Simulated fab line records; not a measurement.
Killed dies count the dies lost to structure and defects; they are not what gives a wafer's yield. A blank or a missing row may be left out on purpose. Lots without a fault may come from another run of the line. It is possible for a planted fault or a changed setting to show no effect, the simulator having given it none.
8D (eight disciplines) problem report, filled in by code	flow nand harc	the parts of the form that need people (team, actions taken, sign-off) are left out

1. THE PROBLEM
Mean of heater power total W at NHARC_A_CHANNEL_HOLE_D1_SOFTBAKE_05: 191.43 W across 6 wafers in 2 lots; on wafers with no fault it is 188.46 W (standard deviation 0.14). That puts it +21 standard deviations away from the usual mean.
The step: time 55 s.
Earliest sighting: wafer L821.2 on litho track-01 at day 12 12:00. The record holds 33 wafers of 11 lots with a number at this step. The rule behind "out" and "out of limits": a value lying over 4 standard deviations away from the usual mean. The rest of the wafers with a number are treated as sound.

2. WHAT IT IS, AND WHAT IT ISN'T
question	is	is not
which readings at this step	heater power total W	-
which lots	L821, L824	L815, L819, L822, L828, L829, L830, L831, L832, L833
which wafers of those lots	all that have a number	-
read on which tools	litho track-01	litho track-04, litho track-06
when	from day 12 12:00	up to then (6 sound wafers); but 21 sound wafers of L822, L828, L829, L830, L831, L832, L833 came after

3. WHAT RULES OUT EACH SUSPECT
Counting: a tool stays on the suspect list if, at a process step up to the reading, it processed all lots that are out and no sound lot following the first of them.
- litho track-01 at NHARC_A_CHANNEL_HOLE_D1_SOFTBAKE_05 (time 55 s): ruled out as a lasting fault. Sound lots L829, L830, L832, L833 ran on it after its first lot that is out, L821 (day 12 12:00).
Left after counting: nothing in the record.

4. THE CAUSE (what the simulator had put in)
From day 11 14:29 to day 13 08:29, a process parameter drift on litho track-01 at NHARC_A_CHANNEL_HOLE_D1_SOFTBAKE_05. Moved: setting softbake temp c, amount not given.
Counting ruled it out, wrongly.

5. THE EFFECT CHAIN, in route order
One row per reading whose mean, taken over the struck wafers that have a number, lies over 3 standard deviations from the usual. Only readings for which the record gives a usual standard deviation are gone through. hours: the time from each lot's start at the first step in this table that gives one to its start at this step, as a median over the lots. sigmas: the change in usual standard deviations.
hours	step	reading	usual	on struck wafers	change	sigmas
0	NHARC_A_CHANNEL_HOLE_D1_SOFTBAKE_05	heater power total W	188.46 W	191.43	+2.97	+21
Here are the process steps it includes:
- NHARC_A_CHANNEL_HOLE_D1_SOFTBAKE_05: time 55 s.

6. HOW IT WOULD HAVE BEEN CAUGHT EARLIER
The fault began at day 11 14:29; the first out-of-limits reading in this record came at day 12 12:00, 22 hours later.
